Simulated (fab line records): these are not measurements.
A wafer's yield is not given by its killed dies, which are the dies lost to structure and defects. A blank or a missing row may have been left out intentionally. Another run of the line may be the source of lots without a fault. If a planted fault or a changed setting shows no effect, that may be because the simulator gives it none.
Which tool did it? ; flow nandHarc ; Sampling: 12 lots, 36 wafers, 6 of 1159 route steps

== WHAT THE GAUGES SHOWED, per wafer ==
NHARC_P_M1_INSPECT_27. Usual: rawDefectCount 302, standard deviation 130.
lot;measured;on;rawDefectCount;flag
L562;day 6 02:59;defectInspect-02;189 157 138;
L561;day 6 08:31;defectInspect-02;224 189 232;
L570;day 8 11:37;defectInspect-01;330 330 296;
L573;day 9 10:13;defectInspect-01;402 152 218;
L574;day 9 12:20;defectInspect-01;189 388 194;
L576;day 9 19:00;defectInspect-02;343 282 267;
L577;day 9 20:29;defectInspect-01;241 338 473;
L579;day 10 16:27;defectInspect-01;219 265 332;
L578;day 10 16:48;defectInspect-02;479 229 525;
L580;day 10 18:32;defectInspect-01;712 291 179;
L581;day 11 02:29;defectInspect-02;143 161 195;
L582;day 11 09:25;defectInspect-02;676 502 410;

NHARC_P_M2_CD_MEAS_09: the cd target is 170 nm. Usual: cdNm 170.0 nm, standard deviation 0.49.
lot;measured;on;cdNm (nm);flag
L562;day 6 04:22;cdSem-03;169.6 169.3 169.6;
L561;day 6 09:55;cdSem-01;169.8 170.1 170.5;
L570;day 8 13:03;cdSem-01;170.2 178.7 170.3;OFF
L573;day 9 11:32;cdSem-02;170.2 170.2 169.6;
L574;day 9 14:06;cdSem-01;169.3 170.6 170.2;
L576;day 9 20:24;cdSem-03;169.7 170.0 169.5;
L577;day 9 21:53;cdSem-03;171.1 170.1 169.9;
L579;day 10 17:43;cdSem-01;169.8 170.1 170.3;
L578;day 10 18:05;cdSem-02;170.6 170.9 170.2;
L580;day 10 19:49;cdSem-03;170.2 170.1 170.2;
L581;day 11 04:10;cdSem-01;169.4 169.4 168.7;
L582;day 11 10:57;cdSem-03;170.3 170.4 169.7;

NHARC_END_SORT_01. Usual: defectLimitedYield 95.4 %, standard deviation 1.4; killedAtArray 27, standard deviation 10; killedAtOther 0.6, standard deviation 1; killedAtPeriphery 3.4, standard deviation 2.7; killedDies 31, standard deviation 9.7; killedOpen 3.4, standard deviation 1.7; killedShort 2.2, standard deviation 1.5; sort_bin_2_pct 1.4 %, standard deviation 0.57; sort_bin_3_pct 0.25 %, standard deviation 0.23; sort_bin_4_pct 3.0 %, standard deviation 0.94; sortNPass 646, standard deviation 9.7; sortRimYieldPct 95.3 %, standard deviation 3; sortYieldPct 95.4 %, standard deviation 1.4.
lot;measured;on;defectLimitedYield (%);killedAtArray;killedAtOther;killedAtPeriphery;killedDies;killedOpen;killedShort;sort_bin_2_pct (%);sort_bin_3_pct (%);sort_bin_4_pct (%);sortNPass;sortRimYieldPct (%);sortYieldPct (%);flag
L580;day 24 04:32;prober-02;96.2 95.7 95.4;17 25 21;0 0 1;9 4 9;26 29 31;2 5 2;6 3 1;0.9 1.5 1.3;0.15 0.15 0.30;2.8 2.7 3.0;651 648 646;97.2 97.2 99.1;96.2 95.7 95.4;

== TOOL THAT RAN EACH LOT (tool first, then ch and the chambers of the sampled wafers, then the start) ==
lot;NHARC_P_M1_DEGAS_29;NHARC_P_M2_EXPOSE_06;NHARC_P_M2_DEGAS_29
L562;pvdSputter-01, day 6 01:25;arfiScanner-03 ch 0, day 6 04:14;pvdSputter-03, day 6 05:35
L561;pvdSputter-03, day 6 06:52;arfiScanner-01 ch 0, day 6 09:46;pvdSputter-01, day 6 11:32
L570;pvdSputter-03, day 8 10:04;arfiScanner-02 ch 0, day 8 12:55;pvdSputter-01, day 8 14:28
L573;pvdSputter-01, day 9 08:40;arfiScanner-01 ch 0, day 9 11:23;pvdSputter-02, day 9 12:54
L574;pvdSputter-02, day 9 10:44;arfiScanner-03 ch 0, day 9 13:58;pvdSputter-01, day 9 15:19
L576;pvdSputter-01, day 9 17:26;arfiScanner-01 ch 0, day 9 20:16;pvdSputter-02, day 9 21:41
L577;pvdSputter-03, day 9 18:56;arfiScanner-03 ch 0, day 9 21:44;pvdSputter-01, day 9 23:09
L579;pvdSputter-01, day 10 14:54;arfiScanner-03 ch 0, day 10 17:35;pvdSputter-02, day 10 19:08
L578;pvdSputter-02, day 10 15:16;arfiScanner-03 ch 0, day 10 17:56;pvdSputter-02, day 10 19:44
L580;pvdSputter-01, day 10 16:59;arfiScanner-03 ch 0, day 10 19:41;pvdSputter-03, day 10 21:06
L581;pvdSputter-02, day 11 00:52;arfiScanner-01 ch 0, day 11 04:01;pvdSputter-02, day 11 05:23
L582;pvdSputter-01, day 11 07:50;arfiScanner-01 ch 0, day 11 10:49;pvdSputter-03, day 11 12:14
- NHARC_P_M1_DEGAS_29: time 60 s.
- NHARC_P_M2_EXPOSE_06: exposes mask P M2, target cd 170 nm.
- NHARC_P_M2_DEGAS_29: time 60 s.

== AS READ BY THE TOOLS THEMSELVES (means over the sampled wafers that have a number; for cases with no such wafer, the mark the record gives instead) ==
NHARC_P_M1_DEGAS_29. Usual: heaterPowerW 324 W, standard deviation 21.
lot;tool;heaterPowerW (W);flag
L562;pvdSputter-01;308;
L561;pvdSputter-03;339;
L570;pvdSputter-03;338;
L573;pvdSputter-01;309;
L574;pvdSputter-02;312;
L576;pvdSputter-01;332;
L577;pvdSputter-03;338;
L579;pvdSputter-01;334;
L578;pvdSputter-02;306;
L580;pvdSputter-01;323;
L581;pvdSputter-02;323;
L582;pvdSputter-01;333;

NHARC_P_M2_EXPOSE_06. Usual: focusOffsetNm -0.1 nm, standard deviation 0.5; stageVelMmS 500.01 mm/s, standard deviation 0.25.
lot;tool;focusOffsetNm (nm);stageVelMmS (mm/s);flag
L562;arfiScanner-03;0.8;499.89;
L561;arfiScanner-01;-0.1;499.76;
L570;arfiScanner-02;0.2;499.82;
L573;arfiScanner-01;-0.2;500.01;
L574;arfiScanner-03;-0.2;499.79;
L576;arfiScanner-01;-0.3;500.03;
L577;arfiScanner-03;0.4;500.39;
L579;arfiScanner-03;-0.4;499.99;
L578;arfiScanner-03;-0.4;500.06;
L580;arfiScanner-03;0.3;500.04;
L581;arfiScanner-01;-0.4;500.22;
L582;arfiScanner-01;0.0;500.23;

NHARC_P_M2_DEGAS_29. Usual: heaterPowerW 320 W, standard deviation 21.
lot;tool;heaterPowerW (W);flag
L562;pvdSputter-03;336;
L561;pvdSputter-01;306;
L570;pvdSputter-01;316;
L573;pvdSputter-02;312;
L574;pvdSputter-01;327;
L576;pvdSputter-02;301;
L577;pvdSputter-01;330;
L579;pvdSputter-02;307;
L578;pvdSputter-02;306;
L580;pvdSputter-03;332;
L581;pvdSputter-02;313;
L582;pvdSputter-03;344;

== THE ANSWER, worked out from the rows above alone ==
Rule: take the mean of a lot's wafers that have a number; if it is more than 3 standard deviations from the usual mean, the lot is off. Also off: a lot with no number at a reading for which 4 or more lots have one. All remaining lots with rows at the step are treated as sound. The gauges are gone through in route order, then the tools' own readings, and for those a lot's mean is taken as printed above. At the first step where some lot is off, the reading lying furthest off is the one used; lots without a number count as furthest.
Off at NHARC_P_M2_CD_MEAS_09 (cdNm): L570.
If a tool, at a process step before that reading, ran all the lots that are off and no sound lot after the first of them, it fits. The gauges at NHARC_P_M2_CD_MEAS_09 are tried like those tools. One fits: arfiScanner-02 at NHARC_P_M2_EXPOSE_06. It ran no sound lot before its first lot that is off in this sample, so the start can't be narrowed down.

== WHAT WAS PUT IN BY THE SIMULATOR ==
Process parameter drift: arfiScanner-02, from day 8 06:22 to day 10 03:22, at NHARC_P_M2_EXPOSE_06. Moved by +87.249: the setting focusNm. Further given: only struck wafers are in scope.
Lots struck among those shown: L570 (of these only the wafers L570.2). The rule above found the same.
